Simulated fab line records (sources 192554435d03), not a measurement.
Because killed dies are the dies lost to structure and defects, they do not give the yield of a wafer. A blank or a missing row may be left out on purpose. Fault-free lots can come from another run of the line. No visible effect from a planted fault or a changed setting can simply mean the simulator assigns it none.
Struck lot and sound lot, side by side -- flow n5_finfet -- 14 steps out of a route of 1938
Sound: these wafers, L147.1, L147.4, L147.5. Wafers L141.1, L141.2, L141.4 were the ones struck. At the end, the cause is stated.
Each step with rows lists, per side, the tool, then ch with its chambers, then its first start. Under that, the readings that differ: sound wafers -- struck wafers -- difference of the means -- sigmas: that difference in standard deviations of wafers without a fault.
alike: words and numbers the same on both sides, and readings whose means are apart by under 2 such deviations; not compared: readings that were withheld, readings missing a value for some wafer, numbers with overlapping values and no deviation given by the record, and bounds like >300 which may hide the same value.
The two part at a step that has a row with sigmas, a row that says differs or no value, or rows on one side only. Numbers that don't overlap but have no deviation are shown without sigmas and don't part them. A reading that every wafer of one side lacks parts them only if that side has two wafers or more.

N5_MIM_BOT_ETCH_ETCH_00: etches TiN in Cl2/BCl3, target depth 45.5 nm.
  sound on rie_metal-01 ch 0,1, day 14 12:20; struck on rie_metal-02 ch 0,1, day 12 05:05
  alike: chamber_pressure_mTorr, drypump_motor_current_A, oes_product_au, throttle_valve_pct
  not compared: rf_hours_counter_h
N5_MIM_BOT_ETCH_STRIP_01: strips in O2.
  sound on rie_diel-02 ch 2,3, day 14 12:29; struck on rie_diel-02 ch 1,2,3, day 12 05:14
  alike: chamber_pressure_mTorr, drypump_motor_current_A, oes_product_au, rf_vpp_V, showerhead_plenum_p_Torr, throttle_valve_pct
  not compared: rf_hours_counter_h
then, 3 steps without rows for these wafers: N5_MIM_BOT_ETCH_STRIP_02 (strips in post etch residue remover, time 1200 s); N5_MIM_BOT_ETCH_CLEAN_05 (cleans in IPA, time 180 s); N5_MIM_BOT_ETCH_SRD_06 (time 30 s).
N5_PASSIVATION_PECVD_55: deposits SiO2 from SiH4/N2O, target thk 400 nm, time 22.5 s.
  sound on pecvd-03 ch 0,1,2, day 14 12:59; struck on pecvd-04 ch 1,2, day 12 05:44
  alike: heater_power_w, showerhead_plenum_p_Torr, throttle_valve_pct
  not compared: since_wet_clean_h
N5_PASSIVATION_PECVD_01: deposits SiNx from SiH4/NH3/N2, target thk 200 nm, time 43.2 s.
  sound on pecvd-03 ch 0,1,2, day 14 13:01; struck on pecvd-04 ch 1,2, day 12 05:46
  alike: heater_power_w, showerhead_plenum_p_Torr, throttle_valve_pct
  not compared: since_wet_clean_h
then, 5 steps without rows for these wafers: N5_PASSIVATION_HMDS_03 (time 60 s); N5_PASSIVATION_COAT_04; N5_PASSIVATION_EBR_06; N5_PASSIVATION_SOFTBAKE_05 (time 90 s); N5_PASSIVATION_EXPOSE_07 (exposes mask TV, defocus 0 nm, target cd 3000 nm).
N5_PASSIVATION_PEB_08:
  sound on litho_track-05 ch 0, day 14 16:37; struck on litho_track-05, day 12 07:33
reading,sound,struck,difference,sigmas
exhaust_pa (Pa),46.0 45.0 45.6,- - -,no value on the struck wafers,
  not compared: chill_plate_temp_C, resist_line_temp_C
then, 1 step without rows for these wafers: N5_PASSIVATION_DEVELOP_09 (develop time 60 s).

== WHERE THEY PART ==
Only at N5_PASSIVATION_PEB_08, as far as this record shows.

WHY: whatever the simulator had introduced
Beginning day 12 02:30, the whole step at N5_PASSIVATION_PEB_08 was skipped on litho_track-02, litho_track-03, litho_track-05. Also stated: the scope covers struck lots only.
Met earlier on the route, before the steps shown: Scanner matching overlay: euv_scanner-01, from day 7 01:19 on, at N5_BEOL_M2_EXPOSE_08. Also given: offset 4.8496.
